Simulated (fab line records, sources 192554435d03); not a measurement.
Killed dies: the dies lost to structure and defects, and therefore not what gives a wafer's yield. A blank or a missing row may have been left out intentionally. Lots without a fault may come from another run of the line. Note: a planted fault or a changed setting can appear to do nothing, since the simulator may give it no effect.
Chamber matching + flow n5 finfet + N5_BEOL_M7_VIA_ETCH_34 on rie diel-06 has 4 sister chambers
The step etches SiCOH lowk in C4F6/O2, target depth 125.5 nm, time 50.5 s. 18 wafers are shown with their chamber, then 9 later ones without.

== WAFERS PAIRED WITH THEIR CHAMBERS ==
| wafer  | chamber | drypump motor current A (A) | throttle valve pct (%) | showerhead plenum p Torr (Torr) |
|--------|---------|-----------------------------|------------------------|---------------------------------|
| L077.4 | 0       | 5.3                         | 20.9                   | 2.97                            |
| L077.5 | 2       | 5.0                         | 20.7                   | 2.87                            |
| L077.6 | 1       | 6.0                         | 21.2                   | 2.93                            |
| L080.2 | 3       | 4.9                         | 21.7                   | 2.74                            |
| L080.3 | 0       | 5.3                         | 20.9                   | 2.97                            |
| L080.6 | 1       | 6.0                         | 21.2                   | 2.93                            |
| L081.2 | 1       | 6.0                         | 21.2                   | 2.93                            |
| L081.5 | 0       | 5.3                         | 20.9                   | 2.97                            |
| L081.6 | 1       | 5.9                         | 21.2                   | 2.93                            |
| L082.1 | 2       | 5.0                         | 20.7                   | 2.86                            |
| L082.3 | 1       | 5.9                         | 21.2                   | 2.93                            |
| L082.4 | 0       | 5.3                         | 20.9                   | 2.96                            |
| L084.2 | 3       | 4.9                         | 21.7                   | 2.74                            |
| L084.3 | 0       | 5.3                         | 20.9                   | 2.96                            |
| L084.6 | 3       | 4.9                         | 21.7                   | 2.74                            |
| L090.2 | 1       | 6.0                         | 21.2                   | 2.92                            |
| L090.4 | 1       | 6.0                         | 21.2                   | 2.92                            |
| L090.5 | 2       | 5.0                         | 20.8                   | 2.86                            |

SIGNATURES (means of the wafers above)
| reading                  | chamber 0 | chamber 1 | chamber 2 | chamber 3 | scatter within a chamber |
|--------------------------|-----------|-----------|-----------|-----------|--------------------------|
| drypump motor current A  | 5.300     | 5.971     | 5.000     | 4.900     | 0.0319                   |
| throttle valve pct       | 20.900    | 21.200    | 20.733    | 21.700    | 0.0218                   |
| showerhead plenum p Torr | 2.9660    | 2.9271    | 2.8633    | 2.7400    | 0.00485                  |
Rule: for each reading, subtract the chamber's mean from the wafer's reading, divide by that reading's scatter and square the result; add these up over the readings and take the root, which gives the wafer's distance from the chamber. If the next closest chamber is less than 2 further off than the closest, the wafer can't be placed; otherwise it belongs to the closest. The scatter is the square root of a quotient: the sum, over the shown wafers, of each reading's squared deviation from its chamber's mean, divided by wafers minus chambers.

== WAFERS WITHOUT THEIR CHAMBER ==
| wafer  | drypump motor current A (A) | throttle valve pct (%) | showerhead plenum p Torr (Torr) |
|--------|-----------------------------|------------------------|---------------------------------|
| L092.1 | 5.0                         | 20.8                   | 2.86                            |
| L092.4 | 5.3                         | 20.9                   | 2.95                            |
| L092.6 | 5.9                         | 21.2                   | 2.92                            |
| L094.2 | 4.9                         | 21.4                   | 3.08                            |
| L094.3 | 5.9                         | 21.2                   | 2.92                            |
| L094.5 | 4.9                         | 21.4                   | 3.08                            |
| L097.1 | 5.1                         | 20.8                   | 2.85                            |
| L097.4 | 5.3                         | 21.0                   | 2.95                            |
| L097.5 | 5.1                         | 20.8                   | 2.85                            |

== THE CHAMBER EACH PASSED THROUGH ==
| wafer  | from the rows above | in truth                   |
|--------|---------------------|----------------------------|
| L092.1 | 2                   | 2                          |
| L092.4 | 0                   | 0                          |
| L092.6 | 1                   | 1                          |
| L094.2 | 0                   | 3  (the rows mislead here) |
| L094.3 | 1                   | 1                          |
| L094.5 | 0                   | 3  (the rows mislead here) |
| L097.1 | 2                   | 2                          |
| L097.4 | 0                   | 0                          |
| L097.5 | 2                   | 2                          |
Placed correctly: 7 of 9. Left unplaced by these rows: 0. Number placed wrongly: 2.
